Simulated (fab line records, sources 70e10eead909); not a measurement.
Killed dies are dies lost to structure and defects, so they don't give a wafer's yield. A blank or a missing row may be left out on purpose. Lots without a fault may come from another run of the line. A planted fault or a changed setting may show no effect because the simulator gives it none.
fab line records | flow nand_harc
record lots=6 wafers=18 last_day=33
route steps=1302 shown P_M2@340 P_BONDPAD@351 END@1302
lots that met no fault: from a run of the same line without faults
start_h: hours from the record's first day to the start of the lot's first wafer shown | wait_h: hours since the lot's step before | " the same as in the row above | L1.1+2: a row that stands for several wafers | - no value, or no start given | * or withheld: withheld | < > ~ a bound
route shown NAME@n: a module of which the file shows steps, and the number in the route of the first | usual: mean/standard deviation of fault-free wafers | same: alike in all rows | chamber/n: place in a boat | sites: the reading at each site | _std_site: their standard deviation | _edge_site: outer sites' mean less inner sites' | radius_mm: how far each site lies from the wafer's centre | mask NAME#n: copy n | behind: the tool/chamber that last shaped the wafer | hold: why the lot was held/for how many hours/how that ended | device: the transistor (n, p or np) that didn't switch | end of line: the same wafers' tests at the end of the route | a step without rows: its recipe alone | killed: dies lost to structure and defects at the first sort, not the wafer's yield | map: a wafer's dies, x killed, . not, _ none there
set.NAME: the setting as run; set.NAME@STEP: as run at that earlier step | model.NAME: the simulator's own value behind a step, which no gauge read
lots at some steps of the route; a table a step, a row a wafer
services: from which hour (start_h, from the record's first day; less than 0 if before it) a tool's chamber was out of use, for how many hours, and why
## steps
# step NHARC_P_M2_PVD_20
# recipe target_thk_a=50 bias_v=168.6 power_w=15000 chamber_pressure_pa=0.12 time_s=8.06 substrate_temp_c=50 material=TaN
# step NHARC_P_M2_PVD_21
# recipe target_thk_a=300 chamber_pressure_pa=5 power_w=5000 substrate_temp_c=30 time_s=20.49 material=Cu
# step NHARC_P_M2_ECD_22
# recipe target_thk_a=4000 bath_temp_c=25 material=Cu
# step NHARC_P_M2_ANNEAL_31
# recipe temp_c=225 time_s=90
# usual anneal_temp_c_max=226.3/0.53 wafer_temp_C_max=226.3/0.32
# columns lot.wafer tool chamber start_h wait_h anneal_temp_c_max wafer_temp_C_max
L598.2 rtp_anneal-01 0 201.53 - 226.8 226.4
L598.3 " 0 " " 226.8 226.4
L598.4 " 0 " " 226.6 225.9
L599.2 rtp_anneal-01 0 208.88 - 226.8 226.2
L599.3 " 0 " " 226.9 226.1
L599.5 " 0 " " 226.7 225.8
L601.1 rtp_anneal-01 0 236.22 - 226.8 226.0
L601.4 " 0 " " 226.8 226.0
L601.5 " 0 " " 226.7 226.2
L607.3 rtp_anneal-02 0 290.64 - 226.0 227.2
L607.4 " 0 " " 226.0 226.7
L607.5 " 0 " " 225.8 226.0
L609.1 rtp_anneal-01 0 320.48 0.3 226.4 226.2
L609.2 " 0 " " 226.4 225.9
L609.6 " 0 " " 227.0 225.5
L614.1 rtp_anneal-01 0 358.97 0.3 226.0 225.8
L614.2 " 0 " " 227.0 226.3
L614.5 " 0 " " 226.9 226.4
# step NHARC_P_M2_CMP_23
# recipe t_overpolish_s=20 target_thk_nm=144.3
# step NHARC_P_M2_THK_MEAS_24
# recipe thk_meas_gauge=xrf
# usual thk_nm=144.0/1.5
# columns lot.wafer tool chamber start_h wait_h thk_nm
L598.2 film_metro-01 - 202.13 - 143.7
L598.3 " - " " 141.6
L598.4 " - " " 143.4
L599.2 film_metro-01 - 209.48 - 146.3
L599.3 " - " " 146.3
L599.5 " - " " 147.2
L601.1 film_metro-01 - 236.89 - 144.7
L601.4 " - " " 143.7
L601.5 " - " " 141.6
L607.3 film_metro-02 - 291.20 - 144.4
L607.4 " - " " 141.0
L607.5 " - " " 144.5
L609.1 film_metro-02 - 321.14 - 141.9
L609.2 " - " " 145.5
L609.6 " - " " 143.1
L614.1 film_metro-01 - 359.63 - 144.6
L614.2 " - " " 142.8
L614.5 " - " " 143.7
# step NHARC_P_M2_SRD_25
# step NHARC_P_M2_INSPECT_27
# usual raw_defect_count=306/120
# columns lot.wafer tool chamber start_h wait_h raw_defect_count
L598.2 defect_inspect-02 - 202.29 0.0 253
L598.3 " - " " 187
L598.4 " - " " 462
L599.2 defect_inspect-02 - 209.64 0.0 285
L599.3 " - " " 196
L599.5 " - " " 316
L601.1 defect_inspect-02 - 237.05 0.0 574
L601.4 " - " " 231
L601.5 " - " " 256
L607.3 defect_inspect-02 - 291.36 0.0 233
L607.4 " - " " 277
L607.5 " - " " 172
L609.1 defect_inspect-01 - 321.29 0.0 259
L609.2 " - " " 639
L609.6 " - " " 500
L614.1 defect_inspect-01 - 359.78 0.0 384
L614.2 " - " " 262
L614.5 " - " " 309
# step NHARC_P_M2_PRE_CLEAN_32
# recipe time_s=12 temp_c=370 rf_power_w=300 gas=NH3
# usual heater_power_w=648/74
# columns lot.wafer tool chamber start_h wait_h heater_power_w
L598.3 pecvd-01 0 202.37 0.1 741
L598.2 " 1 " " 610
L598.4 " 2 " " 729
L599.3 pecvd-04 2 209.71 0.1 636
L599.2 " 0 " " 711
L599.5 " 0 " " 714
L601.1 pecvd-04 0 237.13 0.1 686
L601.4 " 0 " " 688
L601.5 " 1 " " 705
L607.3 pecvd-02 1 291.44 0.1 640
L607.5 " 0 " " 553
L607.4 " 1 " " 648
L609.1 pecvd-04 1 321.36 0.1 783
L609.2 " 0 " " 623
L609.6 " 0 " " 636
L614.1 pecvd-02 2 359.85 0.1 586
L614.2 " 1 " " 607
L614.5 " 2 " " 585
# step NHARC_P_M2_DEP_33
# recipe target_thk_a=300 temp_c=370 target_thk_nm=30 pressure_torr=3 flow_sccm=200 rf_w=450 material=SiCN
# step NHARC_P_BONDPAD_DEP_00
# recipe target_thk_a=2500 temp_c=370 target_thk_nm=250 pressure_torr=3 flow_sccm=200 rf_w=450 material=SiCN
# step NHARC_P_BONDPAD_CMP_32
# recipe target_thk_nm=200 material=SiCN
# usual motor_current_A=12.6/1.1
# columns lot.wafer tool chamber start_h wait_h motor_current_A
L598.2 cmp-02 3 203.25 - 13.0
L598.4 " 0 " " 13.2
L598.3 " 2 " " 11.2
L599.2 cmp-02 2 210.60 - 11.0
L599.3 " 1 " " 13.2
L599.5 " 3 " " 12.6
L601.1 cmp-04 0 238.06 - 12.3
L601.4 " 1 " " 13.8
L601.5 " 3 " " 10.6
L607.4 cmp-02 2 292.35 - 10.8
L607.3 " 3 " " 12.7
L607.5 " 1 " " 12.7
L609.2 cmp-01 1 322.45 - 9.8
L609.1 " 3 " " 13.1
L609.6 " 1 " " 10.0
L614.1 cmp-02 1 360.75 - 13.3
L614.2 " 2 " " 11.7
L614.5 " 1 " " 12.8
# step NHARC_P_BONDPAD_THK_MEAS_33
# recipe thk_meas_gauge=ellipsometry
# usual thk_nm=200.2/1.6
# columns lot.wafer tool chamber start_h wait_h thk_nm
L598.2 film_metro-01 - 203.50 0.2 199.3
L598.3 " - " " 200.0
L598.4 " - " " 197.6
L599.2 film_metro-01 - 210.85 0.2 199.7
L599.3 " - " " 199.0
L599.5 " - " " 199.7
L601.1 film_metro-02 - 238.28 0.2 199.6
L601.4 " - " " 201.0
L601.5 " - " " 200.5
L607.3 film_metro-02 - 292.57 0.2 203.5
L607.4 " - " " 200.1
L607.5 " - " " 199.7
L609.1 film_metro-01 - 322.67 0.1 200.5
L609.2 " - " " 197.1
L609.6 " - " " 196.8
L614.1 film_metro-01 - 361.00 0.2 198.2
L614.2 " - " " 199.5
L614.5 " - " " 199.5
# step NHARC_P_BONDPAD_SRD_34
# step NHARC_P_BONDPAD_DEHYDRATE_01
# recipe temp_c=150 time_s=120
# step NHARC_P_BONDPAD_HMDS_02
# recipe time_s=30
# step NHARC_P_BONDPAD_COAT_36
# recipe temp_c=200 time_s=65
# step NHARC_P_BONDPAD_COAT_03
# recipe spin_rpm=2000 resist_thk_nm=600
# step NHARC_P_BONDPAD_SOFTBAKE_04
# recipe temp_c=125 time_s=70
# step NHARC_P_BONDPAD_EBR_05
# step NHARC_P_BONDPAD_EXPOSE_06
# recipe na=0.55 dose_mj=37.06 mask_id=P_BPAD
# step NHARC_P_BONDPAD_PEB_07
# recipe peb_temp_c=128 peb_time_s=80
# step NHARC_P_BONDPAD_DEVELOP_08
# recipe time_s=50 dev_temp_c=22
# step NHARC_P_BONDPAD_CD_MEAS_09
# recipe target_cd_nm=500 landing_energy_ev=500
# usual cd_nm=499.6/1.8
# columns lot.wafer tool chamber start_h wait_h cd_nm
L598.2 cd_sem-01 0 204.07 - 499.7
L598.3 " 0 " " 497.8
L598.4 " 0 " " 499.9
L599.2 cd_sem-03 0 211.42 - 500.5
L599.3 " 0 " " 500.6
L599.5 " 0 " " 499.0
L601.1 cd_sem-01 0 238.72 - 498.0
L601.4 " 0 " " 501.8
L601.5 " 0 " " 501.5
L607.3 cd_sem-03 0 293.02 - 497.8
L607.4 " 0 " " 497.6
L607.5 " 0 " " 498.4
L609.1 cd_sem-03 0 323.24 - 499.0
L609.2 " 0 " " 498.5
L609.6 " 0 " " 500.7
L614.1 cd_sem-03 0 361.57 - 500.1
L614.2 " 0 " " 500.1
L614.5 " 0 " " 503.0
# step NHARC_P_BONDPAD_OVL_MEAS_38
# usual overlay_x_nm=2/7 overlay_y_nm=0/5.9
# columns lot.wafer tool chamber start_h wait_h overlay_x_nm overlay_y_nm
L598.2 overlay-02 - 204.16 - 11 -1
L598.3 " - " " 12 0
L598.4 " - " " 12 -1
L599.2 overlay-02 - 211.51 - -6 9
L599.3 " - " " -6 9
L599.5 " - " " -6 9
L601.1 overlay-01 - 238.81 - -8 1
L601.4 " - " " -7 1
L601.5 " - " " -7 1
L607.3 overlay-02 - 293.10 - 5 -2
L607.4 " - " " 5 -2
L607.5 " - " " 5 -2
L609.1 overlay-02 - 323.33 - 13 7
L609.2 " - " " 13 6
L609.6 " - " " 12 7
L614.1 overlay-02 - 361.66 - -4 -8
L614.2 " - " " -4 -8
L614.5 " - " " -5 -8
# step NHARC_P_BONDPAD_HARDBAKE_10
# recipe temp_c=118 time_s=65
# step NHARC_P_BONDPAD_DESCUM_11
# recipe time_s=3 o2_flow_sccm=200 ar_flow_sccm=0 bias_power_w=0 chemistry=O2
# step NHARC_P_BONDPAD_ETCH_37
# recipe target_depth_a=600 overetch_a=180 time_s=65.91 ion_energy_ev=200 n2_flow_sccm=150 h2_flow_sccm=150 ar_flow_sccm=0 rf_w=400 bias_w=150 chemistry=N2/H2
# usual drypump_motor_current_A=5.7/0.42 oes_product_au=1.001/0.0084 rf_vpp_V=429.0/2.2 showerhead_plenum_p_Torr=1.99/0.078 throttle_valve_pct=14.172/0.0092
# columns lot.wafer tool chamber start_h wait_h drypump_motor_current_A oes_product_au rf_hours_counter_h rf_vpp_V showerhead_plenum_p_Torr throttle_valve_pct
L598.4 rie_diel-10 2 204.37 0.1 5.3 1.011 3.3 428.0 1.96 14.177
L598.3 " 3 " " 5.0 1.015 3.6 429.2 1.91 14.167
L598.2 " 0 " " 5.6 1.015 3.5 433.4 2.19 14.165
L599.3 rie_diel-07 1 211.71 0.1 5.1 1.007 5.1 429.1 2.04 14.168
L599.2 " 2 " " 5.3 0.997 4.6 426.3 1.92 14.165
L599.5 " 1 " " 5.1 1.009 - 430.7 2.04 14.189
L601.1 rie_diel-04 3 239.02 0.1 6.5 0.999 3.0 430.3 2.00 14.170
L601.4 " 1 " " 6.1 0.988 2.0 426.3 1.90 14.168
L601.5 " 3 " " 6.5 0.988 - 429.0 2.00 14.168
L607.4 rie_diel-10 2 293.33 0.1 5.3 1.002 0.6 428.3 1.96 14.186
L607.3 " 0 " " 5.6 1.000 0.7 434.1 2.19 14.164
L607.5 " 2 " " 5.3 1.004 - 428.1 1.96 14.169
L609.1 rie_diel-04 2 323.55 0.1 6.2 1.005 8.1 429.2 1.95 14.157
L609.2 " 1 " " 6.1 1.004 6.8 426.4 1.90 14.175
L609.6 " 0 " " 5.7 1.002 - 430.3 2.06 14.151
L614.1 rie_diel-10 1 361.87 0.1 5.5 1.012 2.7 428.6 2.00 14.171
L614.2 " 0 " " 5.6 1.014 2.6 433.2 2.19 14.174
L614.5 " 1 " " 5.6 1.007 - 429.5 2.00 14.172
# step NHARC_P_BONDPAD_ETCH_12
# recipe target_depth_a=2000 time_s=100 chf3_flow_sccm=50 o2_flow_sccm=10 ar_flow_sccm=200 rf_w=500 bias_w=200 chemistry=CHF3/O2
# step NHARC_P_BONDPAD_CD_MEAS_13
# usual cd_nm=499.3/2
# columns lot.wafer tool chamber start_h wait_h cd_nm
L598.2 cd_sem-01 - 204.60 - 499.8
L598.3 " - " " 496.8
L598.4 " - " " 499.8
L599.2 cd_sem-02 - 211.95 - 500.8
L599.3 " - " " 501.2
L599.5 " - " " 498.0
L601.1 cd_sem-02 - 239.25 - 498.1
L601.4 " - " " 502.5
L601.5 " - " " 501.6
L607.3 cd_sem-03 - 293.56 - 497.9
L607.4 " - " " 497.5
L607.5 " - " " 499.1
L609.1 cd_sem-01 - 323.81 - 498.1
L609.2 " - " " 499.0
L609.6 " - " " 499.5
L614.1 cd_sem-02 - 362.10 - 498.8
L614.2 " - " " 498.5
L614.5 " - " " 503.2
# step NHARC_P_BONDPAD_STRIP_15
# recipe o2_flow_sccm=500 ar_flow_sccm=0 bias_w=0 chemistry=O2
# step NHARC_P_BONDPAD_ETCH_24
# recipe target_depth_a=300 over_etch_frac=0.3 time_s=72.99 ion_energy_ev=150 cf4_flow_sccm=50 n2_flow_sccm=100 ar_flow_sccm=150 rf_w=300 bias_w=100 chemistry=CF4/N2
# step NHARC_P_BONDPAD_STRIP_16
# recipe time_s=600 temp_c=30 chemistry=post_etch_residue_remover
# step NHARC_P_BONDPAD_DEGAS_25
# recipe temp_c=300 time_s=60
# step NHARC_P_BONDPAD_PRE_CLEAN_26
# recipe time_s=30 temp_c=280 gas=H2/He
# usual heater_power_w=399/50
# columns lot.wafer tool chamber start_h wait_h heater_power_w
L598.3 pvd_sputter-02 - - - 356
L598.4 " - " " 297
L598.2 " - " " 454
L599.2 pvd_sputter-02 - - - 445
L599.3 " - " " 471
L599.5 " - " " 460
L601.4 pvd_sputter-01 - - - 408
L601.1 " - " " 342
L601.5 " - " " 334
L607.4 pvd_sputter-03 - - - 430
L607.3 " - " " 424
L607.5 " - " " 320
L609.1 pvd_sputter-02 - - - 365
L609.2 " - " " 448
L609.6 " - " " 363
L614.2 pvd_sputter-03 - - - 417
L614.1 " - " " 418
L614.5 " - " " 332
# step NHARC_P_BONDPAD_PVD_17
# recipe target_thk_a=50 bias_v=168.6 power_w=15000 chamber_pressure_pa=0.12 time_s=8.06 substrate_temp_c=50 material=TaN
# usual throttle_valve_pct=30.1/1
# columns lot.wafer tool chamber start_h wait_h throttle_valve_pct
L598.4 pvd_sputter-02 - - - 30.0
L598.2 " - " " 29.0
L598.3 " - " " 30.9
L599.2 pvd_sputter-02 - - - 29.1
L599.3 " - " " 30.7
L599.5 " - " " 29.0
L601.1 pvd_sputter-01 - - - 30.7
L601.4 " - " " 31.2
L601.5 " - " " 29.9
L607.3 pvd_sputter-03 - - - 30.2
L607.4 " - " " 31.7
L607.5 " - " " 30.2
L609.1 pvd_sputter-02 - - - 29.0
L609.2 " - " " 30.0
L609.6 " - " " 29.2
L614.1 pvd_sputter-03 - - - 29.2
L614.2 " - " " 29.6
L614.5 " - " " 29.2
# step NHARC_P_BONDPAD_PVD_27
# recipe target_thk_a=300 chamber_pressure_pa=5 power_w=5000 substrate_temp_c=30 time_s=20.49 material=Cu
# step NHARC_P_BONDPAD_ECD_18
# recipe target_thk_a=4000 bath_temp_c=25 material=Cu
# step NHARC_P_BONDPAD_ANNEAL_28
# recipe temp_c=225 time_s=90
# step NHARC_P_BONDPAD_CMP_19
# recipe t_overpolish_s=30 cu_recess_touch_s=16 target_thk_nm=160.81
# step NHARC_P_BONDPAD_THK_MEAS_20
# recipe thk_meas_gauge=xrf
# usual thk_nm=161.3/1.6
# columns lot.wafer tool chamber start_h wait_h thk_nm
L598.2 film_metro-02 - 206.61 - 161.1
L598.3 " - " " 158.8
L598.4 " - " " 160.6
L599.2 film_metro-02 - 213.97 - 162.8
L599.3 " - " " 162.2
L599.5 " - " " 160.8
L601.1 film_metro-02 - 241.27 - 160.0
L601.4 " - " " 161.1
L601.5 " - " " 159.5
L607.3 film_metro-02 - 295.59 - 163.2
L607.4 " - " " 163.0
L607.5 " - " " 162.9
L609.1 film_metro-01 - 325.84 - 162.5
L609.2 " - " " 161.4
L609.6 " - " " 159.6
L614.1 film_metro-02 - 364.13 - 162.4
L614.2 " - " " 164.2
L614.5 " - " " 162.1
# step NHARC_END_SORT_01
# recipe temp_c=25
# usual defect_limited_yield=91.6/2.8 killed_at_array=52/18 killed_at_other=0.6/1.1 killed_at_periphery=3.7/2.4 killed_dies=57/19 killed_open=3.1/1.7 killed_short=2.5/1.7 sort_bin_2_pct=3.0/1.2 sort_bin_3_pct=0.6/0.38 sort_bin_4_pct=4.8/1.7 sort_n_pass=620/19 sort_rim_yield_pct=91/4.1 sort_yield_pct=91.6/2.8
# same gross_dies=677 sort_bin_5_pct[%]=0 sort_bin_6_pct[%]=0 sort_bin_7_pct[%]=0 sort_bin_8_pct[%]=0 sort_rim_n_gross=106.00
# columns lot.wafer tool chamber start_h wait_h defect_limited_yield[%] killed_at_array killed_at_other killed_at_periphery killed_dies killed_open killed_short sort_bin_2_pct[%] sort_bin_3_pct[%] sort_bin_4_pct[%] sort_n_pass sort_rim_yield_pct[%] sort_yield_pct[%]
L599.2 prober-02 0 637.63 2.7 48.9 33 1 312 346 3 0 17.7 3.8 29.5 331 44 48.9
L599.3 prober-02 0 638.43 3.0 45.6 30 0 338 368 3 3 21.3 3.4 29.7 309 39 45.6
L599.5 prober-02 0 640.02 3.7 47.3 44 1 312 357 0 0 19.5 2.5 30.7 320 49 47.3
L598.2 prober-01 0 637.75 2.8 45.9 56 0 310 366 2 2 21.0 3.1 30.0 311 46 45.9
L598.3 prober-01 0 638.57 3.1 45.3 43 0 327 370 5 1 19.2 3.7 31.8 307 39 45.3
L598.4 prober-01 0 639.39 3.5 46.7 47 1 313 361 1 2 17.4 4.7 31.2 316 47 46.7
L601.1 prober-02 0 685.92 2.5 94.5 33 0 4 37 3 2 1.8 0.4 3.2 640 96 94.5
L601.4 prober-02 0 688.35 3.4 94.1 37 0 3 40 3 4 1.9 0.4 3.5 637 95 94.1
L601.5 prober-02 0 689.16 3.7 93.5 42 0 2 44 6 5 2.5 0.4 3.5 633 96 93.5
# killed by level:class
L599.2 P_BONDPAD:unspecified=310 A_CHANNEL_HOLE_D1:chamber_film_flake=15 A_CHANNEL_HOLE_D2:chamber_film_flake=7 A_CONTACT:chamber_film_flake=5 P_M0:geometric_particle:open=1 A_ONON_D1:geometric_particle:open=1 A_ONON_D2:geometric_particle:open=1 A_WL_FILL:chamber_film_flake=1
L598.2 P_BONDPAD:unspecified=306 A_CHANNEL_HOLE_D2:chamber_film_flake=26 A_SLIT:chamber_film_flake=20 A_CONTACT:chamber_film_flake=5 P_CONTACT:geometric_particle:open=1 P_M1:geometric_particle:short=1 A_CHANNEL_FILL_D1:geometric_particle:short=1 A_CONTACT:geometric_particle:open=1
L599.3 P_BONDPAD:unspecified=334 A_CHANNEL_HOLE_D1:chamber_film_flake=16 A_CHANNEL_HOLE_D2:chamber_film_flake=5 A_CONTACT:chamber_film_flake=4 P_CONTACT:geometric_particle:open=2 P_CONTACT:geometric_particle:short=1 A_CHANNEL_HOLE_D2:geometric_particle:open=1 A_WL_FILL:geometric_particle:short=1
L598.3 P_BONDPAD:unspecified=326 A_SLIT:chamber_film_flake=24 A_CHANNEL_HOLE_D2:chamber_film_flake=9 A_ONON_D2:geometric_particle:open=2 A_CHANNEL_HOLE_D1:chamber_film_flake=2 A_CONTACT:chamber_film_flake=2 A_SOURCE_PLATE:geometric_particle:open=1 A_DECK1_JOINT:geometric_particle:open=1
L598.4 P_BONDPAD:unspecified=311 A_CHANNEL_HOLE_D2:chamber_film_flake=27 A_SLIT:chamber_film_flake=16 P_CONTACT:chamber_film_flake=2 A_CHANNEL_FILL_D1:geometric_particle:open=1 A_CHANNEL_FILL_D1:geometric_particle:short=1 STARTING-WAFER:geometric_particle:short=1 A_CHANNEL_HOLE_D1:chamber_film_flake=1
L599.5 P_BONDPAD:unspecified=311 A_CHANNEL_HOLE_D1:chamber_film_flake=22 A_CHANNEL_HOLE_D2:chamber_film_flake=12 A_CONTACT:chamber_film_flake=5 A_SLIT:chamber_film_flake=2 P_ZERO_WELL:chamber_film_flake=1 A_CHANNEL_FILL_D1:chamber_film_flake=1 A_STAIRCASE:chamber_film_flake=1
L601.1 A_CHANNEL_HOLE_D2:chamber_film_flake=16 A_CONTACT:chamber_film_flake=7 A_CHANNEL_HOLE_D1:chamber_film_flake=4 P_CONTACT:geometric_particle:open=1 P_M0:geometric_particle:open=1 A_CHANNEL_HOLE_D1:geometric_particle:open=1 A_WL_FILL:geometric_particle:short=1 P_ZERO_WELL:chamber_film_flake=1
L601.4 A_CHANNEL_HOLE_D2:chamber_film_flake=16 A_CHANNEL_HOLE_D1:chamber_film_flake=7 A_CONTACT:chamber_film_flake=5 P_CONTACT:geometric_particle:short=1 P_M0:geometric_particle:open=1 A_ONON_D1:geometric_particle:open=1 A_CHANNEL_FILL_D1:geometric_particle:short=1 A_CHANNEL_FILL_D1:geometric_particle:open=1
L601.5 A_CHANNEL_HOLE_D2:chamber_film_flake=12 A_CHANNEL_HOLE_D1:chamber_film_flake=6 A_CHANNEL_FILL_D2:chamber_film_flake=4 A_SLIT:chamber_film_flake=3 A_CONTACT:chamber_film_flake=3 P_CONTACT:geometric_particle:open=1 A_ONON_D1:geometric_particle:open=1 A_CHANNEL_FILL_D1:geometric_particle:short=1
# map L598.3 (x killed, . not)
____________x____________
_________xxxxx.._________
_______.xxx.x...xx_______
______xxxxxxx.xxxx.______
_____xx.xxxxxxxxx.xx_____
____x..xxxxxx.xxx..x.____
____.x.xxxxx......x..____
___.x.xxxxxx.xx.xx.xxx___
___.xx.....xxx....xx.x___
__xx.xxx.x.......x.xxx.__
__x.x.xx..xxx...x.x..xx__
_xxx.x.x.x....x.xxx.xx.x_
_x.x..xxx.x.xxx...x....._
_xx.x..xx.x..x.xx..xxx.._
_xxx......x.xxxx..xx.xxx_
_...xx..x.x..x.x..xxx.xx_
.xxx....xx...xx.x.....xxx
xxx..xx..x.xxx....xx...xx
.xx.xx.xxxx....x.x.xxxxxx
.x...x.xxxx...x...xxx.xxx
...xxxxxxx..x.xx...x.x.xx
_x.xxx..xx....xx.x.xx.xx_
_x..x..xxxx..xx..xx.x..._
_..x.xx..x.x..xxxxxxx..._
_x..xxxxxxxx.x.xxxxxx..x_
_xxxxxxxxxx.x..xxxx..xxx_
__x...xx..xxx...xx.x.xx__
__....x.xx.xxx....xxxxx__
___.x....x.xx.x....x.x___
___x...x.x.xx......xxx___
____x...xx.xx.x..xx..____
____.xxxxxx..xx....x.____
_____..xxx.x..xx...x_____
______..xx..x.xxx..______
_______xx.....x.x._______
_________xx.xx.x_________
____________.____________
# map L599.3 (x killed, . not)
____________x____________
_________x.x.xx._________
_______x..xx..x.xx_______
______xx.xx.x..x.xx______
_____.xx.x.xxxx.xx.x_____
____.xx..x.xx.x....x.____
____x.xxxxx.x..x...x.____
___.xxxxx...x.x.xxxxx.___
___xxxx.xxxxx....x.x..___
__x.x..x.xx........x...__
__xx.xx.....xx..xxxx..x__
_xxxx.xxxx.x.xx.x.....x._
_x.x.x.xx..x.x..xx.x..xx_
_x...xxx..x.xx.xx.x.x.xx_
_xxxxx..xxx..xxxx.x.xxxx_
_xxxxx.xx.x.xxx.x..x..x._
..x..x....x.x..xx.x.x..xx
x.xx..xx......x.x.....x.x
.x.xx.x...xx.xxx.xxxxxxxx
x.xxx..xxxx..xxx.x.xxxxxx
xxx..x.x.xx....xxxx.x.xxx
_x.xx..xx.x.x.xx..xxxxxx_
_..x....x..x......x.xxxx_
_.x.xx.xx....xx...x..x.x_
_xxx..x.xxx...xx.xx...xx_
_xxxxxxxx..xx.xxx.xxxx.._
__x..xx..xx..xxxx.xx...__
__..x..x...x..x.x...x..__
___xxxx.x.x..x...x....___
___..x.xx.xxxx.xxx..x.___
____.xx.xxx..xx.x.x..____
____...xx...x.xxxxxxx____
_____.xx.xxx.x.xxxx._____
______xxxx....x.xx.______
_______.xx.x...xxx_______
_________x..x.xx_________
____________.____________
## services
# columns tool chamber start_h hours kind
rie_diel-04 - 177.90 9.0 pm
cmp-02 - 182.35 4.2 repair
cmp-02 - 200.26 2.6 repair
rie_diel-10 - 201.11 0.3 repair
cmp-02 - 212.58 0.4 repair
pecvd-02 - 227.00 13.0 pm
cmp-02 - 232.51 4.0 pm
pvd_sputter-02 - 241.41 9.2 repair
rie_diel-10 - 242.50 9.0 pm
pvd_sputter-01 - 250.30 10.0 pm
pecvd-04 - 269.00 13.0 pm
pecvd-02 2 269.54 8.8 repair
rie_diel-10 2 279.55 5.3 repair
cmp-02 - 279.68 0.3 repair
pvd_sputter-02 - 286.42 10.0 pm
pvd_sputter-02 - 302.70 0.7 repair
pecvd-04 2 318.15 5.7 repair
cmp-02 - 330.51 4.0 pm
cmp-02 - 344.82 2.1 repair
pvd_sputter-03 - 348.00 10.0 pm
pvd_sputter-02 - 351.47 6.3 repair
rie_diel-10 2 351.92 5.6 repair
cmp-02 - 359.11 0.4 repair
pvd_sputter-02 - 360.36 2.5 repair
## key
first_sign step=NHARC_END_SORT_01 reading=killed_at_periphery direction=up sigmas=99+ usual=3.7 struck=318.7
effect step=NHARC_END_SORT_01 reading=killed_dies direction=up sigmas=16 usual=57 struck=361
more_kills_born_at NHARC_P_BONDPAD_CMP_32@cmp-02=1898
met_at NHARC_P_BONDPAD_CMP_32
struck_wafers L598.2,L598.3,L598.4,L599.2,L599.3,L599.5
fault kind=chamber_particle_source tool=cmp-02 chamber=- onset_h=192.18 steps=NHARC_P_BONDPAD_CMP_32 rate_per_visit_cm2=0.69756 end_h=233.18
